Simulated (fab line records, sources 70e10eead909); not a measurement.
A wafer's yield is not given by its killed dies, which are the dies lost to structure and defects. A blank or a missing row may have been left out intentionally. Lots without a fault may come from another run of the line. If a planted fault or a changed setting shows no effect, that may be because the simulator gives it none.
A struck lot beside a sound one :: flow nand harc :: 15 out of 1302 route steps
Sound: wafers L601.3, L601.5, L601.6. Struck: wafer L595.3 (left out: L595.4, L595.6 of the same lot, which were not struck); the cause appears at the end.
Each step with rows lists, per side, the tool, then ch with its chambers, then its first start. Under that, the readings that differ: sound wafers :: struck wafers :: difference of the means :: sigmas: that difference in standard deviations of wafers without a fault.
alike: same words and numbers on both sides, and readings whose means sit less than 2 such deviations apart. not compared: any withheld reading, any reading some wafer has no value for, any bound like >300 that may hide the same value, and any number with overlapping values for which the record gives no deviation.
The two part at a step that has a row with sigmas, a row that says differs or no value, or rows on one side only. Numbers that have no deviation but don't overlap get no sigmas and don't part them. Lack of a reading on every wafer of one side parts them only where that side has two or more wafers.

first, 5 steps without rows for these wafers: NHARC_A_CONTACT_SOFTBAKE_03 (time 55 s); NHARC_A_CONTACT_EBR_04; NHARC_A_CONTACT_EXPOSE_05 (exposes mask A CC); NHARC_A_CONTACT_PEB_06 (peb time 65 s); NHARC_A_CONTACT_DEVELOP_07 (develop time 35 s).
NHARC_A_CONTACT_CD_MEAS_08 targets a cd of 200 nm.
  sound on cd sem-02 ch 0, day 29 20:42; struck on cd sem-02 ch 0, day 27 08:07
  alike: cd nm
NHARC_A_CONTACT_OVL_MEAS_09:
  sound on overlay-02, day 29 20:47; struck on overlay-02, day 27 08:13
  alike: overlay x nm, overlay y nm
NHARC_A_CONTACT_INSPECT_10:
  sound on defect inspect-02, day 29 20:49; struck on defect inspect-02, day 27 08:14
  alike: raw defect count
NHARC_A_CONTACT_DESCUM_13: chemistry O2, time 3 s.
  sound on rie diel-05 ch 0,3, day 29 20:53; struck on rie diel-03 ch 0, day 27 08:18
  alike: drypump motor current A, mfc ar sccm, oes product au, rf vpp V, showerhead plenum p Torr, throttle valve pct
  not compared: rf hours counter h
NHARC_A_CONTACT_ETCH_88: etches the open film in CF4, target depth 39 nm, time 65 s.
  sound on rie diel-05 ch 0,1, day 29 20:58; struck on rie diel-03 ch 3, day 27 08:23
  alike: drypump motor current A, mfc ar sccm, oes product au, rf vpp V, run length s, showerhead plenum p Torr, throttle valve pct
  not compared: rf hours counter h
NHARC_A_CONTACT_ETCH_89: etches the open film in N2/H2, target depth 260 nm, time 475.3 s.
  sound: rie diel-05 ch 1,2,3; struck: rie diel-03 ch 0
  alike: drypump motor current A, mfc ar sccm, oes product au, rf vpp V, run length s, showerhead plenum p Torr, throttle valve pct
  not compared: rf hours counter h
NHARC_A_CONTACT_ETCH_30: etches the open film in CF4/CHF3, target depth 72.6 nm, time 36.3 s.
  sound: rie diel-05 ch 0,3; struck: rie diel-03 ch 3
reading: oes product au (a.u.)
sound: 0.957 0.958 0.960
struck: 0.901
difference: -0.057
sigmas: -3
  alike: drypump motor current A, mfc ar sccm, rf vpp V, run length s, showerhead plenum p Torr, throttle valve pct
  not compared: rf hours counter h
NHARC_A_CONTACT_ETCH_31: etches the open film in O2/COS, target depth 2800 nm, time 728 s.
  sound on rie diel-05 ch 0,1, day 29 21:32; struck on rie diel-03 ch 0, day 27 09:01
reading: rf vpp V (V)
sound: 310.9 311.1 316.7
struck: 318.0
difference: +5.1
sigmas: +2

reading: run length s (s)
sound: 749.2 749.1 749.7
struck: 490.7
difference: -258.6
sigmas: -99 or more
  alike: drypump motor current A, mfc ar sccm, oes product au, showerhead plenum p Torr, throttle valve pct
  not compared: rf hours counter h
NHARC_A_CONTACT_ETCH_134: etches the open film in C4F8/O2/Ar, time 140 s, target depth 700 nm.
  sound on har cap etch-02 ch 0,1, day 29 22:04; struck on har cap etch-01 ch 0, day 27 09:29
  alike: run length s
  not compared: rf hours counter h
-- the record jumps here: 2 days lie between the struck wafers' starts before and after (it left off in module A_CONTACT and takes up again in module END, whose first step shown is number 1302 of the route) --
NHARC_END_SORT_01:
  sound on prober-01 ch 0, day 32 02:50; struck on prober-01 ch 0, day 29 11:03
reading: killed at array
sound: 85 92 103
struck: 673
difference: +580
sigmas: +24

reading: killed dies
sound: 87 94 106
struck: 677
difference: +581
sigmas: +24
  alike: killed at other, killed at periphery, killed open, killed short

WHERE THEY PART
First at NHARC_A_CONTACT_ETCH_30; last, within this record, at NHARC_END_SORT_01.

WHY: what the simulator had put in
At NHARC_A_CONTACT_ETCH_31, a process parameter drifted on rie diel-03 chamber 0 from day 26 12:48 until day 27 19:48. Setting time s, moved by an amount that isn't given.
